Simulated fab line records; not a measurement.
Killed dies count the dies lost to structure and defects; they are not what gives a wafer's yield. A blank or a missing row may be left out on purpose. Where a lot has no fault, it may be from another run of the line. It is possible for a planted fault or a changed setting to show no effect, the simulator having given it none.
Which tool was responsible?	flow nand_harc	12 lots, 36 wafers sampled, at 6 steps of a route of 1159

WHAT EACH GAUGE READ, for each wafer
NHARC_A_M0_THK_MEAS_24: measures by xrf.
lot	measured	on	thk_nm (nm)
L239	day 18 06:33	film_metro-01	112.9 114.4 116.1
L241	day 18 11:13	film_metro-01	112.0 114.3 112.8
L243	day 19 08:31	film_metro-01	112.7 114.4 113.2
L244	day 19 08:56	film_metro-01	113.2 114.4 114.7
L245	day 19 15:14	film_metro-02	110.8 114.3 113.8
L248	day 20 05:06	film_metro-01	112.9 110.7 113.7
L246	day 20 05:37	film_metro-02	114.3 115.3 113.0
L253	day 21 10:49	film_metro-01	110.1 113.8 112.4
L252	day 21 15:26	film_metro-02	113.1 113.8 114.5
L257	day 22 12:11	film_metro-02	114.3 115.4 114.7
L260	day 23 04:47	film_metro-02	114.4 111.9 116.1
L261	day 23 17:10	film_metro-02	112.1 116.8 116.0

NHARC_A_M0_INSPECT_27.
lot	measured	on	raw_defect_count
L239	day 18 06:43	defect_inspect-02	428 543 332
L241	day 18 11:23	defect_inspect-01	378 417 489
L243	day 19 08:40	defect_inspect-02	355 543 481
L244	day 19 09:05	defect_inspect-02	780 571 485
L245	day 19 15:24	defect_inspect-01	324 279 663
L248	day 20 05:16	defect_inspect-01	418 357 476
L246	day 20 05:46	defect_inspect-01	547 445 388
L253	day 21 10:58	defect_inspect-01	288 391 473
L252	day 21 15:35	defect_inspect-01	279 428 347
L257	day 22 12:23	defect_inspect-01	374 361 253
L260	day 23 04:56	defect_inspect-02	465 497 391
L261	day 23 17:19	defect_inspect-02	546 403 519

NHARC_A_M1_CD_MEAS_09: target cd 120 nm.
lot	measured	on	cd_nm (nm)
L239	day 18 08:05	cd_sem-03	119.8 119.9 119.8
L241	day 18 12:38	cd_sem-01	120.4 119.7 119.7
L243	day 19 10:29	cd_sem-01	119.5 120.0 119.4
L244	day 19 10:48	cd_sem-01	120.2 120.6 120.0
L245	day 19 16:40	cd_sem-01	119.5 119.6 118.8
L248	day 20 06:45	cd_sem-03	119.0 118.8 120.1
L246	day 20 07:03	cd_sem-03	119.9 120.1 120.4
L253	day 21 12:25	cd_sem-01	119.4 114.6 119.4
L252	day 21 16:53	cd_sem-03	119.5 120.4 120.7
L257	day 22 13:52	cd_sem-03	119.7 116.2 115.9
L260	day 23 06:29	cd_sem-03	120.3 119.7 120.6
L261	day 23 18:43	cd_sem-02	119.8 120.1 119.2

NHARC_END_SORT_01.
lot	measured	on	defect_limited_yield (%)	killed_at_array	killed_at_other	killed_at_periphery	killed_dies	killed_open	killed_short	sort_bin_2_pct (%)	sort_bin_3_pct (%)	sort_bin_4_pct (%)	sort_n_pass	sort_rim_yield_pct (%)	sort_yield_pct (%)
L252	day 23 01:43	prober-02	95.0 94.4 97.2	26 36 18	1 1 0	7 1 1	34 38 19	2 3 2	1 5 1	1.6 1.5 1.0	0.15 0.30 0	3.2 3.8 1.8	643 639 658	100.0 93.4 93.4	95.0 94.4 97.2

WHICH TOOL RAN EACH LOT (tool, then ch and the chambers of the sampled wafers, then the start)
lot	NHARC_A_M1_PEB_07	NHARC_A_M1_DEGAS_29
L239	litho_track-06 ch 0, day 18 08:00	pvd_sputter-02, day 18 09:19
L241	litho_track-01 ch 0, day 18 12:33	pvd_sputter-02, day 18 13:50
L243	litho_track-04 ch 0, day 19 10:24	pvd_sputter-03, day 19 11:43
L244	litho_track-04 ch 0, day 19 10:43	pvd_sputter-02, day 19 12:03
L245	litho_track-04 ch 0, day 19 16:35	pvd_sputter-01, day 19 18:00
L248	litho_track-01 ch 0, day 20 06:40	pvd_sputter-02, day 20 07:59
L246	litho_track-06 ch 0, day 20 06:58	pvd_sputter-01, day 20 08:16
L253	litho_track-01 ch 0, day 21 12:20	pvd_sputter-02, day 21 13:38
L252	litho_track-06 ch 0, day 21 16:49	pvd_sputter-03, day 21 18:35
L257	litho_track-01 ch 0, day 22 13:48	pvd_sputter-02, day 22 15:15
L260	litho_track-06 ch 0, day 23 06:24	pvd_sputter-03, day 23 07:41
L261	litho_track-04 ch 0, day 23 18:38	pvd_sputter-03, day 23 19:56
- NHARC_A_M1_PEB_07: peb time 65 s.
- NHARC_A_M1_DEGAS_29: time 60 s.

WHAT THE TOOLS THEMSELVES READ (means of the sampled wafers that have a number; where no wafer has one, the mark that the record gives instead)
NHARC_A_M1_PEB_07.
lot	tool	heater_power_total_W (W)	resist_line_temp_C (C)
L239	litho_track-06	156.3	23.13
L241	litho_track-01	156.6	23.00
L243	litho_track-04	156.3	23.03
L244	litho_track-04	157.0	23.01
L245	litho_track-04	156.5	23.08
L248	litho_track-01	157.0	22.97
L246	litho_track-06	156.1	23.06
L253	litho_track-01	160.3	22.94
L252	litho_track-06	156.6	22.96
L257	litho_track-01	163.4	22.82
L260	litho_track-06	156.6	22.98
L261	litho_track-04	156.4	22.84

NHARC_A_M1_DEGAS_29.
lot	tool	heater_power_w (W)
L239	pvd_sputter-02	380
L241	pvd_sputter-02	357
L243	pvd_sputter-03	345
L244	pvd_sputter-02	388
L245	pvd_sputter-01	314
L248	pvd_sputter-02	392
L246	pvd_sputter-01	306
L253	pvd_sputter-02	346
L252	pvd_sputter-03	375
L257	pvd_sputter-02	359
L260	pvd_sputter-03	367
L261	pvd_sputter-03	317

THE ANSWER, worked out from the rows above alone
Rule: the usual values come from the lots themselves. The widest of any qualifying gaps counts: lots, ordered by their means at a reading, are off when they make up no more than a third of the lots, leave a main group of 4 or more, and stand apart from it by 3 or more times the standard deviation of that group's means. The tables above print the reading to a certain number of digits; a main group whose means all agree to those digits is not used. Also off: a lot with no number at a reading for which 4 or more lots have one. The other lots that the step has rows for count as sound. Order of review: gauges by route order, followed by the tools' own readings, for which a lot's mean as printed above is used. At the first step where some lot is off, the reading lying furthest off is the one used; lots without a number count as furthest.
Off, at NHARC_A_M1_CD_MEAS_09 on cd_nm: L253, L257. For the main group the mean is 119.8 nm and the standard deviation 0.34.
A tool fits if, at a process step before that reading, it ran every lot that is off, and no sound lot after the first of them. Not tried: the gauges at NHARC_A_M1_CD_MEAS_09; whatever is off there is also off at NHARC_A_M1_PEB_07, on other tools, and gauge error can't account for it. One candidate fits, namely litho_track-01 at NHARC_A_M1_PEB_07. A fault onset in the window from L248 (day 20 06:40, its last sound lot) to L253 (day 21 12:20, its first lot off) fits.
On the lots that are off, the tool's own readings at NHARC_A_M1_PEB_07 differ by more than 5 times the standard deviation of the sound lots' means, which bears it out; heater_power_total_W reads 161.9 W there versus 156.5 W on the sound lots.

WHAT THE SIMULATOR HAD PUT IN
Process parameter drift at NHARC_A_M1_PEB_07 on litho_track-01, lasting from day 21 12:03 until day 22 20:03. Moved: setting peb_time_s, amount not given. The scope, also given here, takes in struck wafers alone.
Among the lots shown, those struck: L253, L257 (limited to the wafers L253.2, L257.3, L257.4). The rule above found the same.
